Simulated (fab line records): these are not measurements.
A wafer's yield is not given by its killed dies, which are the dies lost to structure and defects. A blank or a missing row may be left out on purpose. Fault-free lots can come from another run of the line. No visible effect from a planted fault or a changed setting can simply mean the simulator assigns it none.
The tool behind it: which one? || flow nandHarc || 36 wafers from 12 lots sampled at 5 of the route's 1159 steps

== WHAT THE GAUGES SHOWED, per wafer ==
NHARC_END_SORT_01. Usual: defectLimitedYield 95.4 %, standard deviation 1.4; killedAtArray 27, standard deviation 10; killedAtOther 0.6, standard deviation 1; killedAtPeriphery 3.4, standard deviation 2.7; killedDies 31, standard deviation 9.7; killedOpen 3.4, standard deviation 1.7; killedShort 2.2, standard deviation 1.5; sort_bin_2_pct 1.4 %, standard deviation 0.57; sort_bin_3_pct 0.25 %, standard deviation 0.23; sort_bin_4_pct 3.0 %, standard deviation 0.94; sortNPass 646, standard deviation 9.7; sortRimYieldPct 95.3 %, standard deviation 3; sortYieldPct 95.4 %, standard deviation 1.4.
{"lot": "L125", "measured": "day 19 19:13", "on": "prober-02", "defectLimitedYield (%)": "95.0 96.2 95.7", "killedAtArray": "31 25 25", "killedAtOther": "0 0 0", "killedAtPeriphery": "3 1 4", "killedDies": "34 26 29", "killedOpen": "5 1 3", "killedShort": "3 1 1", "sort_bin_2_pct (%)": "1.5 1.0 1.6", "sort_bin_3_pct (%)": "0.15 0.15 0.15", "sort_bin_4_pct (%)": "3.4 2.7 2.5", "sortNPass": "643 651 648", "sortRimYieldPct (%)": "93.4 98.1 98.1", "sortYieldPct (%)": "95.0 96.2 95.7", "flag": ""}
{"lot": "L133", "measured": "day 22 22:17", "on": "prober-01", "defectLimitedYield (%)": "95.3 95.0 95.4", "killedAtArray": "29 34 31", "killedAtOther": "0 0 0", "killedAtPeriphery": "3 0 0", "killedDies": "32 34 31", "killedOpen": "5 2 2", "killedShort": "1 3 0", "sort_bin_2_pct (%)": "1.9 1.3 1.0", "sort_bin_3_pct (%)": "0.30 0.59 0", "sort_bin_4_pct (%)": "2.5 3.1 3.5", "sortNPass": "645 643 646", "sortRimYieldPct (%)": "94.3 89.6 91.5", "sortYieldPct (%)": "95.3 95.0 95.4", "flag": ""}

== EACH LOT AND THE TOOL THAT RAN IT (in order: tool; ch and the chambers of the sampled wafers; start) ==
{"lot": "L123", "NHARC_P_M2_ETCH_35": "rieDiel-10 ch 1,2,3, day 6 04:38", "NHARC_P_M2_PRE_CLEAN_32": "pecvd-03 ch 0,1,2, day 6 07:12", "NHARC_P_BONDPAD_DEP_00": "pecvd-01 ch 1,2, day 6 07:45", "NHARC_P_BONDPAD_CMP_32": "cmp-01 ch 0,1,3, day 6 08:07"}
{"lot": "L122", "NHARC_P_M2_ETCH_35": "rieDiel-10 ch 0,1,3, day 6 10:11", "NHARC_P_M2_PRE_CLEAN_32": "pecvd-02 ch 0,1,2, day 6 13:17", "NHARC_P_BONDPAD_DEP_00": "pecvd-03 ch 0,1,2, day 6 13:49", "NHARC_P_BONDPAD_CMP_32": "cmp-01 ch 0,1,2, day 6 14:13"}
{"lot": "L125", "NHARC_P_M2_ETCH_35": "rieDiel-10 ch 0,1,2, day 6 21:07", "NHARC_P_M2_PRE_CLEAN_32": "pecvd-03 ch 0,1,2, day 6 23:43", "NHARC_P_BONDPAD_DEP_00": "pecvd-01 ch 1,2, day 7 00:14", "NHARC_P_BONDPAD_CMP_32": "cmp-03 ch 0,2,3, day 7 00:40"}
{"lot": "L124", "NHARC_P_M2_ETCH_35": "rieDiel-10 ch 0,1, day 6 21:44", "NHARC_P_M2_PRE_CLEAN_32": "pecvd-02 ch 0,1,2, day 7 00:25", "NHARC_P_BONDPAD_DEP_00": "pecvd-01 ch 0,2, day 7 00:58", "NHARC_P_BONDPAD_CMP_32": "cmp-01 ch 0,2,3, day 7 01:22"}
{"lot": "L133", "NHARC_P_M2_ETCH_35": "rieDiel-10 ch 0,1,3, day 9 12:17", "NHARC_P_M2_PRE_CLEAN_32": "pecvd-02 ch 0,1, day 9 14:50", "NHARC_P_BONDPAD_DEP_00": "pecvd-01 ch 0,1,2, day 9 15:22", "NHARC_P_BONDPAD_CMP_32": "cmp-01 ch 1,2,3, day 9 15:46"}
{"lot": "L136", "NHARC_P_M2_ETCH_35": "rieDiel-08 ch 0,2, day 9 12:50", "NHARC_P_M2_PRE_CLEAN_32": "pecvd-03 ch 1,2, day 9 15:26", "NHARC_P_BONDPAD_DEP_00": "pecvd-01 ch 0,1,2, day 9 15:58", "NHARC_P_BONDPAD_CMP_32": "cmp-01 ch 0,1,2, day 9 16:23"}
{"lot": "L135", "NHARC_P_M2_ETCH_35": "rieDiel-10 ch 0,1,3, day 9 14:22", "NHARC_P_M2_PRE_CLEAN_32": "pecvd-02 ch 1,2, day 9 16:58", "NHARC_P_BONDPAD_DEP_00": "pecvd-03 ch 1,2, day 9 17:26", "NHARC_P_BONDPAD_CMP_32": "cmp-02 ch 0,2,3, day 9 17:50"}
{"lot": "L140", "NHARC_P_M2_ETCH_35": "rieDiel-10 ch 0,1,2, day 10 18:00", "NHARC_P_M2_PRE_CLEAN_32": "pecvd-03 ch 0,1, day 10 20:46", "NHARC_P_BONDPAD_DEP_00": "pecvd-03 ch 0,2, day 10 22:06 or earlier", "NHARC_P_BONDPAD_CMP_32": "cmp-03 ch 1,2,3, day 10 22:06"}
{"lot": "L141", "NHARC_P_M2_ETCH_35": "rieDiel-10 ch 0,3, day 10 20:05", "NHARC_P_M2_PRE_CLEAN_32": "pecvd-03 ch 0,2, day 10 22:59", "NHARC_P_BONDPAD_DEP_00": "pecvd-03 ch 0,1,2, day 10 23:51 or earlier", "NHARC_P_BONDPAD_CMP_32": "cmp-02 ch 0,2,3, day 10 23:51"}
{"lot": "L142", "NHARC_P_M2_ETCH_35": "rieDiel-10 ch 0,1,2, day 11 04:26", "NHARC_P_M2_PRE_CLEAN_32": "pecvd-03 ch 1,2, day 11 07:10", "NHARC_P_BONDPAD_DEP_00": "pecvd-02 ch 0,1, day 11 07:41", "NHARC_P_BONDPAD_CMP_32": "cmp-03 ch 1,2,3, day 11 08:04"}
{"lot": "L143", "NHARC_P_M2_ETCH_35": "rieDiel-10 ch 2,3, day 11 11:13", "NHARC_P_M2_PRE_CLEAN_32": "pecvd-03 ch 0,1,2, day 11 14:08", "NHARC_P_BONDPAD_DEP_00": "pecvd-03 ch 0,2, day 11 15:08 or earlier", "NHARC_P_BONDPAD_CMP_32": "cmp-02 ch 1,2, day 11 15:08"}
{"lot": "L144", "NHARC_P_M2_ETCH_35": "rieDiel-10 ch 1,2,3, day 11 16:01", "NHARC_P_M2_PRE_CLEAN_32": "pecvd-03 ch 1,2, day 11 18:40", "NHARC_P_BONDPAD_DEP_00": "pecvd-02 ch 0,1, day 11 19:11", "NHARC_P_BONDPAD_CMP_32": "cmp-03 ch 1,2,3, day 11 19:37"}
- NHARC_P_M2_ETCH_35: etches the open film in N2/H2, target depth 40 nm, overetch 12 nm, time 43.94 s.
- NHARC_P_M2_PRE_CLEAN_32: time 12 s.
- NHARC_P_BONDPAD_DEP_00: deposits SiCN, target thk 250 nm.
- NHARC_P_BONDPAD_CMP_32: polishes SiCN, target thk 200 nm.

== AS READ BY THE TOOLS THEMSELVES (means over the sampled wafers that have a number; for cases with no such wafer, the mark the record gives instead) ==
NHARC_P_M2_ETCH_35. Usual: drypumpMotorCurrentA 5.9 A, standard deviation 0.36; oesProductAu 0.998 a.u., standard deviation 0.0064; rfFwdPowerW 394.9 W, standard deviation 1.6; rfVppV 431.3 V, standard deviation 2; showerheadPlenumPTorr 2.07 Torr, standard deviation 0.064; throttleValvePct 14.171 %, standard deviation 0.009.
{"lot": "L123", "tool": "rieDiel-10", "drypumpMotorCurrentA (A)": 6.2, "oesProductAu (a.u.)": 0.999, "rfFwdPowerW (W)": 394.3, "rfVppV (V)": 431.1, "showerheadPlenumPTorr (Torr)": 2.04, "throttleValvePct (%)": 14.163, "flag": ""}
{"lot": "L122", "tool": "rieDiel-10", "drypumpMotorCurrentA (A)": 5.9, "oesProductAu (a.u.)": 0.999, "rfFwdPowerW (W)": 395.4, "rfVppV (V)": 431.4, "showerheadPlenumPTorr (Torr)": 2.06, "throttleValvePct (%)": 14.173, "flag": ""}
{"lot": "L125", "tool": "rieDiel-10", "drypumpMotorCurrentA (A)": 6.1, "oesProductAu (a.u.)": 0.993, "rfFwdPowerW (W)": 395.4, "rfVppV (V)": 431.3, "showerheadPlenumPTorr (Torr)": 2.05, "throttleValvePct (%)": 14.179, "flag": ""}
{"lot": "L124", "tool": "rieDiel-10", "drypumpMotorCurrentA (A)": 5.8, "oesProductAu (a.u.)": 0.996, "rfFwdPowerW (W)": 395.0, "rfVppV (V)": 431.4, "showerheadPlenumPTorr (Torr)": 2.07, "throttleValvePct (%)": 14.161, "flag": ""}
{"lot": "L133", "tool": "rieDiel-10", "drypumpMotorCurrentA (A)": 5.9, "oesProductAu (a.u.)": 0.991, "rfFwdPowerW (W)": 395.3, "rfVppV (V)": 431.9, "showerheadPlenumPTorr (Torr)": 2.06, "throttleValvePct (%)": 14.168, "flag": ""}
{"lot": "L136", "tool": "rieDiel-08", "drypumpMotorCurrentA (A)": 5.9, "oesProductAu (a.u.)": 1.005, "rfFwdPowerW (W)": 393.7, "rfVppV (V)": 433.3, "showerheadPlenumPTorr (Torr)": 2.16, "throttleValvePct (%)": 14.183, "flag": ""}
{"lot": "L135", "tool": "rieDiel-10", "drypumpMotorCurrentA (A)": 5.9, "oesProductAu (a.u.)": 0.994, "rfFwdPowerW (W)": 394.2, "rfVppV (V)": 431.1, "showerheadPlenumPTorr (Torr)": 2.06, "throttleValvePct (%)": 14.179, "flag": ""}
{"lot": "L140", "tool": "rieDiel-10", "drypumpMotorCurrentA (A)": 6.1, "oesProductAu (a.u.)": 1.006, "rfFwdPowerW (W)": 395.8, "rfVppV (V)": 430.8, "showerheadPlenumPTorr (Torr)": 2.05, "throttleValvePct (%)": 14.171, "flag": ""}
{"lot": "L141", "tool": "rieDiel-10", "drypumpMotorCurrentA (A)": 5.7, "oesProductAu (a.u.)": 1.001, "rfFwdPowerW (W)": 395.5, "rfVppV (V)": 430.9, "showerheadPlenumPTorr (Torr)": 2.05, "throttleValvePct (%)": 14.174, "flag": ""}
{"lot": "L142", "tool": "rieDiel-10", "drypumpMotorCurrentA (A)": 6.1, "oesProductAu (a.u.)": 0.994, "rfFwdPowerW (W)": 394.3, "rfVppV (V)": 431.3, "showerheadPlenumPTorr (Torr)": 2.05, "throttleValvePct (%)": 14.182, "flag": ""}
{"lot": "L143", "tool": "rieDiel-10", "drypumpMotorCurrentA (A)": 6.1, "oesProductAu (a.u.)": 0.996, "rfFwdPowerW (W)": 395.7, "rfVppV (V)": 430.2, "showerheadPlenumPTorr (Torr)": 2.03, "throttleValvePct (%)": 14.174, "flag": ""}
{"lot": "L144", "tool": "rieDiel-10", "drypumpMotorCurrentA (A)": 6.2, "oesProductAu (a.u.)": 1.002, "rfFwdPowerW (W)": 394.8, "rfVppV (V)": 430.7, "showerheadPlenumPTorr (Torr)": 2.04, "throttleValvePct (%)": 14.166, "flag": ""}

NHARC_P_M2_PRE_CLEAN_32. Usual: heaterPowerW 609 W, standard deviation 84; rfFwdPowerW 292.4 W, standard deviation 0.89.
{"lot": "L123", "tool": "pecvd-03", "heaterPowerW (W)": 572, "rfFwdPowerW (W)": 293.4, "flag": ""}
{"lot": "L122", "tool": "pecvd-02", "heaterPowerW (W)": 600, "rfFwdPowerW (W)": 292.5, "flag": ""}
{"lot": "L125", "tool": "pecvd-03", "heaterPowerW (W)": 584, "rfFwdPowerW (W)": 292.8, "flag": ""}
{"lot": "L124", "tool": "pecvd-02", "heaterPowerW (W)": 587, "rfFwdPowerW (W)": 293.1, "flag": ""}
{"lot": "L133", "tool": "pecvd-02", "heaterPowerW (W)": 599, "rfFwdPowerW (W)": 306.2, "flag": "OFF"}
{"lot": "L136", "tool": "pecvd-03", "heaterPowerW (W)": 569, "rfFwdPowerW (W)": 292.5, "flag": ""}
{"lot": "L135", "tool": "pecvd-02", "heaterPowerW (W)": 611, "rfFwdPowerW (W)": 307.1, "flag": "OFF"}
{"lot": "L140", "tool": "pecvd-03", "heaterPowerW (W)": 673, "rfFwdPowerW (W)": 292.4, "flag": ""}
{"lot": "L141", "tool": "pecvd-03", "heaterPowerW (W)": 587, "rfFwdPowerW (W)": 292.3, "flag": ""}
{"lot": "L142", "tool": "pecvd-03", "heaterPowerW (W)": 627, "rfFwdPowerW (W)": 293.4, "flag": ""}
{"lot": "L143", "tool": "pecvd-03", "heaterPowerW (W)": 606, "rfFwdPowerW (W)": 292.2, "flag": ""}
{"lot": "L144", "tool": "pecvd-03", "heaterPowerW (W)": 518, "rfFwdPowerW (W)": 292.9, "flag": ""}

NHARC_P_BONDPAD_DEP_00. Usual: heaterPowerW 558 W, standard deviation 79; rfFwdPowerW 449.2 W, standard deviation 1.4.
{"lot": "L123", "tool": "pecvd-01", "heaterPowerW (W)": 522, "rfFwdPowerW (W)": 448.7, "flag": ""}
{"lot": "L122", "tool": "pecvd-03", "heaterPowerW (W)": 568, "rfFwdPowerW (W)": 449.5, "flag": ""}
{"lot": "L125", "tool": "pecvd-01", "heaterPowerW (W)": 580, "rfFwdPowerW (W)": 449.6, "flag": ""}
{"lot": "L124", "tool": "pecvd-01", "heaterPowerW (W)": 510, "rfFwdPowerW (W)": 448.8, "flag": ""}
{"lot": "L133", "tool": "pecvd-01", "heaterPowerW (W)": 554, "rfFwdPowerW (W)": 450.1, "flag": ""}
{"lot": "L136", "tool": "pecvd-01", "heaterPowerW (W)": 589, "rfFwdPowerW (W)": 449.1, "flag": ""}
{"lot": "L135", "tool": "pecvd-03", "heaterPowerW (W)": 475, "rfFwdPowerW (W)": 449.0, "flag": ""}
{"lot": "L140", "tool": "pecvd-03", "heaterPowerW (W)": 507, "rfFwdPowerW (W)": 449.4, "flag": ""}
{"lot": "L141", "tool": "pecvd-03", "heaterPowerW (W)": 530, "rfFwdPowerW (W)": 449.1, "flag": ""}
{"lot": "L142", "tool": "pecvd-02", "heaterPowerW (W)": 567, "rfFwdPowerW (W)": 449.5, "flag": ""}
{"lot": "L143", "tool": "pecvd-03", "heaterPowerW (W)": 493, "rfFwdPowerW (W)": 448.8, "flag": ""}
{"lot": "L144", "tool": "pecvd-02", "heaterPowerW (W)": 507, "rfFwdPowerW (W)": 447.8, "flag": ""}

NHARC_P_BONDPAD_CMP_32. Usual: motorCurrentA 12.7 A, standard deviation 1.1; retainingRingPressureFrac 1.001, standard deviation 0.0045.
{"lot": "L123", "tool": "cmp-01", "motorCurrentA (A)": 12.6, "retainingRingPressureFrac": 1.003, "flag": ""}
{"lot": "L122", "tool": "cmp-01", "motorCurrentA (A)": 13.0, "retainingRingPressureFrac": 1.003, "flag": ""}
{"lot": "L125", "tool": "cmp-03", "motorCurrentA (A)": 12.1, "retainingRingPressureFrac": 1.001, "flag": ""}
{"lot": "L124", "tool": "cmp-01", "motorCurrentA (A)": 12.6, "retainingRingPressureFrac": 0.999, "flag": ""}
{"lot": "L133", "tool": "cmp-01", "motorCurrentA (A)": 13.1, "retainingRingPressureFrac": 1.004, "flag": ""}
{"lot": "L136", "tool": "cmp-01", "motorCurrentA (A)": 13.1, "retainingRingPressureFrac": 1.003, "flag": ""}
{"lot": "L135", "tool": "cmp-02", "motorCurrentA (A)": 12.9, "retainingRingPressureFrac": 1.004, "flag": ""}
{"lot": "L140", "tool": "cmp-03", "motorCurrentA (A)": 12.9, "retainingRingPressureFrac": 1.004, "flag": ""}
{"lot": "L141", "tool": "cmp-02", "motorCurrentA (A)": 13.1, "retainingRingPressureFrac": 0.999, "flag": ""}
{"lot": "L142", "tool": "cmp-03", "motorCurrentA (A)": 13.2, "retainingRingPressureFrac": 1.002, "flag": ""}
{"lot": "L143", "tool": "cmp-02", "motorCurrentA (A)": 12.3, "retainingRingPressureFrac": 1.004, "flag": ""}
{"lot": "L144", "tool": "cmp-03", "motorCurrentA (A)": 12.8, "retainingRingPressureFrac": 0.998, "flag": ""}

== THE ANSWER, worked out from the rows above alone ==
Rule: a lot counts as off when the mean over its wafers that have a number is more than 3 standard deviations away from the usual mean. A lot without any number at a reading at which 4 lots or more have one is off too. Where the step has rows for the other lots, those lots are counted as sound. The gauges are gone through in route order, then the tools' own readings, and for those a lot's mean is taken as printed above. The first step at which some lot is off is used, and at that step the reading that is off furthest; a lot without a number counts as furthest.
Off: L133, L135 (NHARC_P_M2_PRE_CLEAN_32, rfFwdPowerW).
A tool fits if, at that step or a process step before it, it ran every lot that is off, and no sound lot after the first of them. One fits: pecvd-02 at NHARC_P_M2_PRE_CLEAN_32. Its last sound lot is L124 (day 7 00:25), its first lot that is off L133 (day 9 14:50): a fault that began between those two fits.
The tool's own readings at NHARC_P_M2_PRE_CLEAN_32 bear it out: on the lots that are off they differ by more than 5 times the standard deviation of the sound lots' means. rfFwdPowerW reads 306.6 W there against 292.8 W on the sound lots.

== WHAT WAS PUT IN BY THE SIMULATOR ==
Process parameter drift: pecvd-02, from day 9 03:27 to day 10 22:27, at NHARC_P_M2_PRE_CLEAN_32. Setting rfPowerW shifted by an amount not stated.
Lots struck among those shown: L133, L135. This agrees with what the rule above found.
